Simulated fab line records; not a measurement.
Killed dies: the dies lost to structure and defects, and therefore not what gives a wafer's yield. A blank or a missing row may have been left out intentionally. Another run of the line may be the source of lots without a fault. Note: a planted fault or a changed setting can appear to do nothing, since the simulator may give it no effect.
Struck lot and sound lot, side by side    flow nand-harc    14 steps out of a route of 1302
Sound: these wafers, L719.2, L719.3, L719.4. The struck wafers were L731.1, L731.3, L731.6. The cause comes at the end.
At each step with rows: each side's tool, then ch and its chambers, then its first start. Under that, the readings that differ: sound wafers    struck wafers    difference of the means    sigmas: that difference in standard deviations of wafers without a fault.
alike: same words and numbers on both sides, and readings whose means sit less than 2 such deviations apart. not compared: any withheld reading, any reading some wafer has no value for, any bound like >300 that may hide the same value, and any number with overlapping values for which the record gives no deviation.
Wherever a step has rows on one side only, a row that says differs or no value, or a row with sigmas, the two part there. Numbers that don't overlap but have no deviation are shown without sigmas and don't part them. A reading missing from all wafers of one side parts the sides only when that side holds two or more wafers.

NHARC_A_STAIRCASE_STRIP_295: strips in O2.
  sound: rie-diel-12 ch 0,1,3; struck: rie-diel-12 ch 1,3
  alike: chamber-pressure-mTorr, drypump-motor-current-A, mfc-ar-sccm, oes-product-au, rf-vpp-V, showerhead-plenum-p-Torr, throttle-valve-pct
  not compared: rf-hours-counter-h
then, 3 steps without rows for these wafers: NHARC_A_STAIRCASE_STRIP_296 (strips in SPM, time 900 s); NHARC_A_STAIRCASE_PRECLEAN_297 (cleans in SC1); NHARC_A_STAIRCASE_SRD_298.
NHARC_A_STAIRCASE_HM_DEP_462: deposits aC, target thk 800 nm.
  sound on acl-dep-01 ch 0, day 17 02:20; struck on acl-dep-01 ch 0, day 21 21:08
  alike: throttle-valve-pct
NHARC_A_STAIRCASE_DEP_301: deposits SiON, target thk 30 nm.
  sound on pecvd-03 ch 0,2, day 17 03:55; struck on pecvd-03 ch 0,1, day 21 23:01
  alike: heater-power-w
then, 5 steps without rows for these wafers: NHARC_A_STAIRCASE_DEHYDRATE_302 (time 120 s); NHARC_A_STAIRCASE_HMDS_303 (time 30 s); NHARC_A_STAIRCASE_COAT_304; NHARC_A_STAIRCASE_SOFTBAKE_305 (time 170 s); NHARC_A_STAIRCASE_EBR_306.
NHARC_A_STAIRCASE_EXPOSE_307: exposes mask CHOP 50.
  sound on krf-scanner-01 ch 0, day 17 04:24; struck on krf-scanner-01 ch 0, day 21 23:36
reading               sound              struck             difference  sigmas
exposure-dose-mJ-cm2  45.73 45.76 45.73  53.57 53.49 53.49  +7.78       +99 or more
  alike: mask, focus-offset-nm, reticle-temp-C
then, 1 step without rows for these wafers: NHARC_A_STAIRCASE_PEB_308 (peb time 130 s).
-- the record jumps here: 7 days lie between the struck wafers' starts before and after (it left off in module A_STAIRCASE and takes up again in module END, whose first step shown is number 1302 of the route) --
NHARC_END_SORT_01:
  only the struck wafers appear in the record here, on prober-02 ch 0 at day 29 11:33; the sound ones have no rows

== WHERE THEY PART ==
At NHARC_A_STAIRCASE_EXPOSE_307 first; at NHARC_END_SORT_01 last (within this record only).

WHY: the cause the simulator had injected
Process parameter drift: krf-scanner-01, from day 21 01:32 on, at NHARC_A_STAIRCASE_EXPOSE_307. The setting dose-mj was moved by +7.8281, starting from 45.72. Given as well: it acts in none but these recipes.
